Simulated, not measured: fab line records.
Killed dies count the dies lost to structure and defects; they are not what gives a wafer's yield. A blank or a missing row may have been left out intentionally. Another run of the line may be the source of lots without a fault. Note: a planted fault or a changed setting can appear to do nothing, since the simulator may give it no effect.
Matching of chambers | flow n5 finfet | ald sin-03 running N5_FIN_SAQP_ALD_61: 4 sister chambers
The step deposits SiO2, target thk 4 nm, pulse time 1 s, purge time 2 s. 8 wafers are shown with their chamber, then 12 later ones without.

EACH WAFER AND ITS CHAMBER
wafer  | chamber | heater power w (W) | susceptor temp C (C)
L081.4 | 1       | 462                | 300.21
L085.2 | 2       | 496                | 300.07
L088.1 | 2       | 511                | 299.82
L088.3 | 3       | 460                | 299.76
L088.5 | 0       | 438                | 300.04
L089.2 | 1       | 446                | 299.72
L089.4 | 3       | 456                | 299.88
L089.5 | 0       | 439                | 300.09

WAFERS WITHOUT THEIR CHAMBER
wafer  | heater power w (W) | susceptor temp C (C)
L090.1 | 472                | 299.97
L090.2 | 480                | 300.15
L090.4 | 439                | 300.09
L092.1 | 429                | 300.23
L092.2 | 458                | 300.16
L092.3 | 487                | 299.96
L094.2 | 459                | 299.82
L094.3 | 459                | 299.97
L094.4 | 499                | 299.83
L095.3 | 455                | 300.37
L095.4 | 494                | 300.12
L095.5 | 490                | 299.67

THE CHAMBER EACH PASSED THROUGH
wafer  | from the rows above          | in truth
L090.1 | can't be placed: 3 or 1      | 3
L090.2 | can't be placed: 2 or 3 or 1 | 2
L090.4 | can't be placed: 0 or 1      | 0
L092.1 | can't be placed: 0 or 1      | 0
L092.2 | can't be placed: 1 or 3 or 0 | 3
L092.3 | can't be placed: 2 or 3      | 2
L094.2 | can't be placed: 3 or 1      | 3
L094.3 | can't be placed: 1 or 3      | 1
L094.4 | 2                            | 2
L095.3 | can't be placed: 1 or 0 or 3 | 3
L095.4 | 2                            | 2
L095.5 | can't be placed: 2 or 3      | 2
Placed correctly: 2 of 12. Cannot be placed on the basis of these rows: 10; the candidates contain the true chamber in 10. 0 placed wrongly.
How it was worked out, from the rows above alone: a wafer's distance from a chamber is the root of the sum, over the readings, of the square of ((its reading less the chamber's mean) divided by the reading's scatter). The wafer belongs to the nearest chamber; if the next one is less than 2 further off, it can't be placed. The mean given for a chamber averages the wafers shown for that chamber. The scatter: the root of (the sum of the squares of (reading less its chamber's mean) over the shown wafers, divided by (wafers less chambers)).
